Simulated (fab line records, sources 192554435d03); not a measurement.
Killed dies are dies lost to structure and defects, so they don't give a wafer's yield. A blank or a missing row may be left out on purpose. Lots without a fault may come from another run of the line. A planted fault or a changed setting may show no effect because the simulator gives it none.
Split-lot experiment | flow n5_finfet | 7 lots, 39 wafers read, on a route of 1938 steps

THE SPLIT
At N5_MOL_CONTACT_COAG_ETCHBACK_135 (etches SiO2 in CHF3, target depth 25 nm, time 16.7 s), the setting time_s was moved away from the recipe's 16.7 s on 15 of the 39 wafers read, by -25.3% to +55.6%. The other wafers ran this setting at the recipe's value.

The reading is taken at the split's own step.

THE READING
SOC_of_MOL_CONTACT_COAG_COAT_75.thk_nm (the simulator's own value, which no gauge read), in nm, at N5_MOL_CONTACT_COAG_ETCHBACK_135 (etches SiO2 in CHF3, target depth 25 nm, time 16.7 s). The file gives no usual value for it. The 24 wafers here that ran the recipe average 57.4 nm, standard deviation 0.21 nm.

wafer  | tool, chamber at the split | time_s as run, s | against the recipe | SOC_of_MOL_CONTACT_COAG_COAT_75.thk_nm, nm | against lot-mates on the recipe
L075.1 | rie_diel-05, 1             | 16.7             | recipe             | 57.8                                       | -
L075.2 | rie_diel-05, 0             | 16.7             | recipe             | 57.4                                       | -
L075.3 | rie_diel-05, 2             | 25.98            | +55.6%             | 56.4                                       | -1.2
L075.4 | rie_diel-05, 3             | 25.98            | +55.6%             | 56                                         | -1.6
L075.5 | rie_diel-05, 3             | 25.98            | +55.6%             | 56.2                                       | -1.4
L075.6 | rie_diel-05, 0             | 16.7             | recipe             | 57.6                                       | -
L077.1 | rie_diel-02, 2             | 16.7             | recipe             | 57.4                                       | -
L077.2 | rie_diel-02, 0,1           | 16.7             | recipe             | 57.6                                       | -
L077.4 | rie_diel-02, 0,1           | 16.7             | recipe             | 57.6                                       | -
L083.1 | rie_diel-02, 3,3,0         | 16.7             | recipe             | 57.2                                       | -
L083.5 | rie_diel-02, 3,3,0         | 16.7             | recipe             | 57.2                                       | -
L083.6 | rie_diel-02, 3,3,0         | 16.7             | recipe             | 57.2                                       | -
L083.2 | rie_diel-02, 2             | 12.47            | -25.3%             | 58.2                                       | +1.0
L083.3 | rie_diel-02, 0,2           | 12.47            | -25.3%             | 58                                         | +0.8
L083.4 | rie_diel-02, 0,2           | 12.47            | -25.3%             | 58                                         | +0.8
L086.1 | rie_diel-02, 2,3           | 25.96            | +55.4%             | 55.8                                       | -1.5
L086.3 | rie_diel-02, 2,3           | 25.96            | +55.4%             | 55.8                                       | -1.5
L086.2 | rie_diel-02, 1             | 16.7             | recipe             | 57.2                                       | -
L086.4 | rie_diel-02, 0,3           | 16.7             | recipe             | 57.4                                       | -
L086.6 | rie_diel-02, 0,3           | 16.7             | recipe             | 57.4                                       | -
L086.5 | rie_diel-02, 2             | 25.96            | +55.4%             | 55.6                                       | -1.7
L090.1 | rie_diel-02, 3,0,3         | 20.58            | +23.2%             | 56.6                                       | -0.6
L090.3 | rie_diel-02, 3,0,3         | 20.58            | +23.2%             | 56.6                                       | -0.6
L090.5 | rie_diel-02, 3,0,3         | 20.58            | +23.2%             | 56.6                                       | -0.6
L090.2 | rie_diel-02, 2             | 16.7             | recipe             | 57.2                                       | -
L090.4 | rie_diel-02, 1             | 16.7             | recipe             | 57.4                                       | -
L090.6 | rie_diel-02, 0             | 16.7             | recipe             | 57                                         | -
L092.1 | rie_diel-05, 0             | 16.7             | recipe             | 57.2                                       | -
L092.2 | rie_diel-05, 1             | 14.02            | -16.0%             | 58                                         | +0.7
L092.3 | rie_diel-05, 2,3           | 16.7             | recipe             | 57.4                                       | -
L092.6 | rie_diel-05, 2,3           | 16.7             | recipe             | 57.4                                       | -
L092.4 | rie_diel-05, 3,0           | 14.02            | -16.0%             | 57.8                                       | +0.5
L092.5 | rie_diel-05, 3,0           | 14.02            | -16.0%             | 57.8                                       | +0.5
L095.1 | rie_diel-05, 3,0,1,1,0     | 16.7             | recipe             | 57.6                                       | -
L095.2 | rie_diel-05, 3,0,1,1,0     | 16.7             | recipe             | 57.6                                       | -
L095.3 | rie_diel-05, 3,0,1,1,0     | 16.7             | recipe             | 57.6                                       | -
L095.5 | rie_diel-05, 3,0,1,1,0     | 16.7             | recipe             | 57.6                                       | -
L095.6 | rie_diel-05, 3,0,1,1,0     | 16.7             | recipe             | 57.6                                       | -
L095.4 | rie_diel-05, 2             | 16.7             | recipe             | 57.8                                       | -
Where a row lists several chambers, the file gives one row for several wafers and doesn't say which wafer went through which chamber.

THE FIT
A straight line over all 39 wafers: SOC_of_MOL_CONTACT_COAG_COAT_75.thk_nm changes by -0.0268 nm for each +1% of time_s; r = -0.95; the points scatter about the line by 0.21 nm.
The same after taking each lot's own level away (the mean of its wafers on the recipe; 39 wafers): -0.0281 nm for each +1%; r = -0.98; scatter 0.13 nm.
On that fit, the largest move of time_s shifts the reading by 1.6 nm.
The lots' own levels span 57.20 to 57.63 nm, that is 2.1 times the standard deviation above.
So the lot-to-lot level changes the slope little: the two slopes agree.
Check: with one of the wafers moved furthest among these (+55.6%) left out of the fit, the line predicts -1.59 nm for it against its lot-mates. It came out at -1.2 nm against them.

OTHER SPLITS ON THESE WAFERS
These wafers also went through other splits before the reading. Each is held against what the fit with the lots' levels taken away leaves over:
other split on the same wafers               | wafers away from the commonest value | r with SOC_of_MOL_CONTACT_COAG_COAT_75.thk_nm (lot level and that fit taken away)
N5_STI_FIN_REVEAL_ETCHBACK_08 target_depth_a | 12                                   | +0.03
N5_DUMMY_GATE_HM_DEP_06 time_s               | 30                                   | +0.07

THE FILE'S OWN FIT
SOC_of_MOL_CONTACT_COAG_COAT_75.thk_nm changes by -0.0278 nm for each +1% of time_s, r = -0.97.
